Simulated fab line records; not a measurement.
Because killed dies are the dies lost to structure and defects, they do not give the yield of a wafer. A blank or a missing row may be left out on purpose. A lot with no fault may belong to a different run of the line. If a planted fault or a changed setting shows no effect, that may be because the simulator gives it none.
Chamber matching	flow n5Finfet	rieDiel-02 running N5_WELL_APT_DESCUM_13: 4 sister chambers
The step chemistry O2, time 7.9 s. 8 wafers are shown with their chamber, then 11 later ones without.

== WAFERS WITH THEIR CHAMBER ==
wafer	chamber	showerheadPlenumPTorr (Torr)	throttleValvePct (%)
L082.5	1	2.07	20.07
L084.5	2	2.20	20.38
L086.5	1	2.07	20.06
L086.6	0	2.03	20.22
L089.3	0	2.03	20.23
L089.5	3	2.13	20.70
L089.6	2	2.19	20.39
L091.1	3	2.13	20.72

== WAFERS WITHOUT THEIR CHAMBER ==
wafer	showerheadPlenumPTorr (Torr)	throttleValvePct (%)
L091.2	2.19	20.42
L091.4	2.06	20.10
L092.1	2.19	20.43
L092.2	2.03	20.24
L092.4	2.06	20.10
L093.1	2.19	20.43
L093.3	2.06	20.10
L093.5	2.03	20.24
L095.3	2.02	20.25
L095.4	2.02	20.24
L095.6	2.06	20.10

== WHICH CHAMBER EACH WENT THROUGH ==
wafer	from the rows above	in truth
L091.2	2	2
L091.4	1	1
L092.1	2	2
L092.2	0	0
L092.4	1	1
L093.1	2	2
L093.3	1	1
L093.5	0	0
L095.3	0	0
L095.4	0	0
L095.6	1	1
Correctly placed: 11 of 11. From these rows, 0 cannot be placed. Placed wrongly: 0.
How it was worked out, from the rows above alone: a wafer's distance from a chamber is the root of the sum, over the readings, of the square of ((its reading less the chamber's mean) divided by the reading's scatter). The wafer belongs to the nearest chamber; if the next one is less than 2 further off, it can't be placed. The mean given for a chamber averages the wafers shown for that chamber. The scatter is the square root of a quotient: the sum, over the shown wafers, of each reading's squared deviation from its chamber's mean, divided by wafers minus chambers.
